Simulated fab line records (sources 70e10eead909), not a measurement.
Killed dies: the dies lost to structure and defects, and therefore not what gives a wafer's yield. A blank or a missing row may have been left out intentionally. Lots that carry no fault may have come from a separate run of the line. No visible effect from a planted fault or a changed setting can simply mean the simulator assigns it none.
Comparing a struck lot with a sound one | flow nandHarc | 13 steps out of a route of 1302
Sound: the wafers L779.3, L779.5, L779.6. Wafers struck: L793.1, L793.3, L793.4. The cause is named last.
Order at every step that has rows: each side's tool, ch and its chambers, its first start. Under that, the readings that differ: sound wafers | struck wafers | difference of the means | sigmas: that difference in standard deviations of wafers without a fault.
alike: same words and numbers on both sides, and readings whose means sit less than 2 such deviations apart. not compared: any withheld reading, any reading some wafer has no value for, any bound like >300 that may hide the same value, and any number with overlapping values for which the record gives no deviation.
Wherever a step has rows on one side only, a row that says differs or no value, or a row with sigmas, the two part there. Numbers that don't overlap but have no deviation are shown without sigmas and don't part them. A reading missing from all wafers of one side parts the sides only when that side holds two or more wafers.

NHARC_A_STAIRCASE_DEP_417: deposits Si3N4, target thk 60 nm.
  sound on pecvd-02 ch 0,1,2, day 17 17:55; struck on pecvd-04 ch 1,2, day 23 14:02
  alike: heaterPowerW, susceptorTempC
then, 3 steps without rows for these wafers: NHARC_A_STAIRCASE_WET_418 (chemistry H3PO4, target depth 20 nm); NHARC_A_STAIRCASE_PRECLEAN_419 (cleans in SC1); NHARC_A_STAIRCASE_SRD_421.
NHARC_A_STAIRCASE_ALD_420: deposits SiO2, target thk 20 nm, pulse time 6 s, ald cycles 200.
  sound on aldHk-01 ch 0,1,2, day 17 19:41; struck on aldHk-03 ch 0,1,2, day 23 16:54
  alike: heaterPowerW, precursorPulseHeightRel, susceptorTempC
then, 1 step without rows for these wafers: NHARC_A_STAIRCASE_CVD_552 (deposits SiNx, target thk 40 nm).
NHARC_A_STAIRCASE_DEP_151: deposits SiO2, target thk 7200 nm.
  sound on pecvd-03 ch 0,1,2, day 18 04:54; struck on pecvd-04 ch 1,2, day 24 01:01
  alike: heaterPowerW, mfcPrecursorSccm, susceptorTempC
then, 1 step without rows for these wafers: NHARC_A_STAIRCASE_ANNEAL_320 (time 1800 s).
NHARC_A_STAIRCASE_DEP_322: deposits SiO2, target thk 7200 nm.
  sound on pecvd-04 ch 0,1,2, day 18 12:45; struck on pecvd-03 ch 0,2, day 24 10:10
  alike: heaterPowerW, mfcPrecursorSccm, susceptorTempC
then, 1 step without rows for these wafers: NHARC_A_STAIRCASE_ANNEAL_323 (time 1800 s).
NHARC_A_STAIRCASE_DEP_325: deposits SiO2, target thk 7200 nm.
  sound on pecvd-02 ch 0,1,2, day 18 22:31; struck on pecvd-04 ch 0,1, day 24 17:46
reading                 | sound             | struck            | difference | sigmas
mfcPrecursorSccm (sccm) | 200.2 200.0 200.4 | 271.4 272.7 270.4 | +71.3      | +99 or more
  alike: heaterPowerW, susceptorTempC
then, 1 step without rows for these wafers: NHARC_A_STAIRCASE_ANNEAL_326 (time 1800 s).
NHARC_END_SORT_01:
  the record has rows for the sound wafers here (prober-01 ch 0, day 25 02:45) and none for the struck ones

== WHERE THEY PART ==
Last at NHARC_END_SORT_01 as far as this record goes, first at NHARC_A_STAIRCASE_DEP_325.

WHY: the cause the simulator had injected
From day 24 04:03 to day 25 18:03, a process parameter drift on pecvd-04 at NHARC_A_STAIRCASE_DEP_325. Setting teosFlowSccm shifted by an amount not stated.
